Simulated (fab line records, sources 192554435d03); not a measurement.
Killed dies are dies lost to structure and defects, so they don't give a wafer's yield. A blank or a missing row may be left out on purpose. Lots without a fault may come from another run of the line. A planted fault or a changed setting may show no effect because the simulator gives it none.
Chamber matching | flow n5_finfet | N5_BEOL_M6_STRIP_36 on rie_diel-03: 4 sister chambers
The step strips in N2/H2. 16 wafers are shown with their chamber, then 8 later ones without.

WAFERS WITH THEIR CHAMBER
wafer  | chamber | drypump_motor_current_A (A) | showerhead_plenum_p_Torr (Torr) | throttle_valve_pct (%)
L261.2 | 2       | 5.8                         | 2.70                            | 24.0
L261.3 | 3       | 6.1                         | 2.52                            | 23.6
L261.5 | 2       | 5.8                         | 2.70                            | 24.1
L259.1 | 1       | 6.7                         | 2.63                            | 23.2
L259.2 | 0       | 6.4                         | 2.59                            | 23.4
L259.5 | 1       | 6.7                         | 2.63                            | 23.2
L267.2 | 2       | 5.8                         | 2.69                            | 24.1
L267.4 | 1       | 6.7                         | 2.62                            | 23.2
L267.6 | 2       | 5.8                         | 2.69                            | 24.1
L268.1 | 3       | 6.2                         | 2.51                            | 23.7
L268.4 | 0       | 6.4                         | 2.58                            | 23.5
L268.5 | 3       | 6.1                         | 2.51                            | 23.7
L270.1 | 1       | 6.7                         | 2.62                            | 23.2
L270.2 | 0       | 6.4                         | 2.58                            | 23.4
L270.5 | 1       | 6.7                         | 2.62                            | 23.2
L275.1 | 0       | 6.4                         | 2.58                            | 23.5

SIGNATURES (means of the wafers above)
reading                  | chamber 0 | chamber 1 | chamber 2 | chamber 3 | scatter within a chamber
drypump_motor_current_A  | 6.400     | 6.700     | 5.800     | 6.133     | 0.0236
showerhead_plenum_p_Torr | 2.5825    | 2.6240    | 2.6950    | 2.5133    | 0.00549
throttle_valve_pct       | 23.450    | 23.200    | 24.075    | 23.667    | 0.0449
Rule: a wafer's distance from a chamber is the root of the sum, over the readings, of the square of ((its reading less the chamber's mean) divided by the reading's scatter). The wafer belongs to the nearest chamber; if the next one is less than 2 further off, it can't be placed. The scatter: the root of (the sum of the squares of (reading less its chamber's mean) over the shown wafers, divided by (wafers less chambers)).

WAFERS WITHOUT THEIR CHAMBER
wafer  | drypump_motor_current_A (A) | showerhead_plenum_p_Torr (Torr) | throttle_valve_pct (%)
L275.5 | 6.4                         | 2.58                            | 23.5
L275.6 | 6.1                         | 2.51                            | 23.7
L278.2 | 6.4                         | 2.57                            | 23.5
L278.5 | 5.8                         | 2.68                            | 24.1
L278.6 | 6.7                         | 2.61                            | 23.2
L279.1 | 5.8                         | 2.68                            | 24.1
L279.3 | 6.7                         | 2.61                            | 23.3
L279.4 | 6.4                         | 2.57                            | 23.5

WHICH CHAMBER EACH WENT THROUGH
wafer  | from the rows above | in truth
L275.5 | 0                   | 0
L275.6 | 3                   | 3
L278.2 | 0                   | 0
L278.5 | 2                   | 2
L278.6 | 1                   | 1
L279.1 | 2                   | 2
L279.3 | 1                   | 1
L279.4 | 0                   | 0
Placed correctly: 8 of 8. Can't be placed from these rows: 0. Placed wrongly: 0.
